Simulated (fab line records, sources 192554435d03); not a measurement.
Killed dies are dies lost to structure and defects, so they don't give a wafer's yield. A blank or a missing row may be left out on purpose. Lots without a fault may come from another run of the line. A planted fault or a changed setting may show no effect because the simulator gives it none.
Split-lot experiment | flow n5_finfet | 7 lots, 39 wafers read, on a route of 1938 steps

THE SPLIT
At N5_ZERO_LAYER_PECVD_02 (deposits SiO2 from SiH4/N2O, target thk 10 nm, time 6 s), the setting time_s was moved away from the recipe's 6 s on 18 of the 39 wafers read, by -48.0% to -18.9%. The other wafers ran this setting at the recipe's value.

The reading is taken at the split's own step.

THE READING
SiO2_of_ZERO_LAYER_PECVD_02.thk_nm (the simulator's own value, which no gauge read), in nm, at N5_ZERO_LAYER_PECVD_02 (deposits SiO2 from SiH4/N2O, target thk 10 nm, time 6 s). The file gives no usual value for it. The 21 wafers here that ran the recipe average 9.958 nm, standard deviation 0.17 nm.

wafer  | tool, chamber at the split | time_s as run, s | against the recipe | SiO2_of_ZERO_LAYER_PECVD_02.thk_nm, nm | against lot-mates on the recipe
L074.1 | pecvd-01, 1                | 4.869            | -18.9%             | 7.994                                  | -1.901
L074.2 | pecvd-01, 2                | 6                | recipe             | 9.796                                  | -
L074.3 | pecvd-01, 0                | 4.869            | -18.9%             | 8.141                                  | -1.754
L074.4 | pecvd-01, 0                | 6                | recipe             | 10.02                                  | -
L074.5 | pecvd-01, 1                | 4.869            | -18.9%             | 8.004                                  | -1.891
L074.6 | pecvd-01, 2                | 6                | recipe             | 9.868                                  | -
L078.1 | pecvd-02, 0                | 6                | recipe             | 9.764                                  | -
L078.2 | pecvd-02, 1                | 3.118            | -48.0%             | 4.922                                  | -4.996
L078.3 | pecvd-02, 1                | 6                | recipe             | 9.93                                   | -
L078.4 | pecvd-02, 0                | 3.118            | -48.0%             | 5.215                                  | -4.703
L078.5 | pecvd-02, 1                | 6                | recipe             | 10.06                                  | -
L078.6 | pecvd-02, 0                | 3.118            | -48.0%             | 5.194                                  | -4.724
L085.1 | pecvd-01, 2                | 4.597            | -23.4%             | 7.632                                  | -2.356
L085.2 | pecvd-01, 0                | 4.597            | -23.4%             | 7.674                                  | -2.314
L085.3 | pecvd-01, 1                | 4.597            | -23.4%             | 7.392                                  | -2.596
L085.4 | pecvd-01, 2                | 6                | recipe             | 9.987                                  | -
L085.5 | pecvd-01, 0                | 6                | recipe             | 10.05                                  | -
L085.6 | pecvd-01, 1                | 6                | recipe             | 9.926                                  | -
L086.2 | pecvd-01, 0                | 6                | recipe             | 10.14                                  | -
L086.4 | pecvd-01, 0                | 6                | recipe             | 10.18                                  | -
L086.6 | pecvd-01, 2                | 6                | recipe             | 10.26                                  | -
L088.1 | pecvd-02, 1                | 6                | recipe             | 9.591                                  | -
L088.2 | pecvd-02, 0                | 3.506            | -41.6%             | 5.767                                  | -3.927
L088.3 | pecvd-02, 2                | 3.506            | -41.6%             | 5.52                                   | -4.174
L088.4 | pecvd-02, 2                | 6                | recipe             | 9.721                                  | -
L088.5 | pecvd-02, 0                | 3.506            | -41.6%             | 5.613                                  | -4.081
L088.6 | pecvd-02, 1                | 6                | recipe             | 9.771                                  | -
L093.1 | pecvd-01, 0                | 3.563            | -40.6%             | 5.901                                  | -4.042
L093.2 | pecvd-01, 1                | 6                | recipe             | 9.872                                  | -
L093.3 | pecvd-01, 2                | 6                | recipe             | 10.07                                  | -
L093.4 | pecvd-01, 2                | 6                | recipe             | 9.887                                  | -
L093.5 | pecvd-01, 1                | 3.563            | -40.6%             | 6.018                                  | -3.925
L093.6 | pecvd-01, 0                | 3.563            | -40.6%             | 6.223                                  | -3.720
L096.1 | pecvd-04, 2                | 3.654            | -39.1%             | 5.985                                  | -4.091
L096.2 | pecvd-04, 1                | 6                | recipe             | 9.978                                  | -
L096.3 | pecvd-04, 0                | 3.654            | -39.1%             | 6.09                                   | -3.986
L096.4 | pecvd-04, 1                | 6                | recipe             | 10.11                                  | -
L096.5 | pecvd-04, 0                | 3.654            | -39.1%             | 6.074                                  | -4.002
L096.6 | pecvd-04, 2                | 6                | recipe             | 10.14                                  | -

THE FIT
A straight line over all 39 wafers: SiO2_of_ZERO_LAYER_PECVD_02.thk_nm changes by +0.101 nm for each +1% of time_s; r = +1.00; the points scatter about the line by 0.16 nm.
The same after taking each lot's own level away (the mean of its wafers on the recipe; 39 wafers): +0.0993 nm for each +1%; r = +1.00; scatter 0.12 nm.
On that fit, the largest move of time_s shifts the reading by 4.8 nm.
The lots' own levels span 9.6943 to 10.1933 nm, that is 3.0 times the standard deviation above.
So the lot-to-lot level changes the slope little: the two slopes agree.
Check: with one of the wafers moved furthest among these (-48.0%) left out of the fit, the line predicts -4.75 nm for it against its lot-mates. It came out at -5 nm against them.

THE FILE'S OWN FIT
SiO2_of_ZERO_LAYER_PECVD_02.thk_nm changes by +0.0994 nm for each +1% of time_s, r = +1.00.
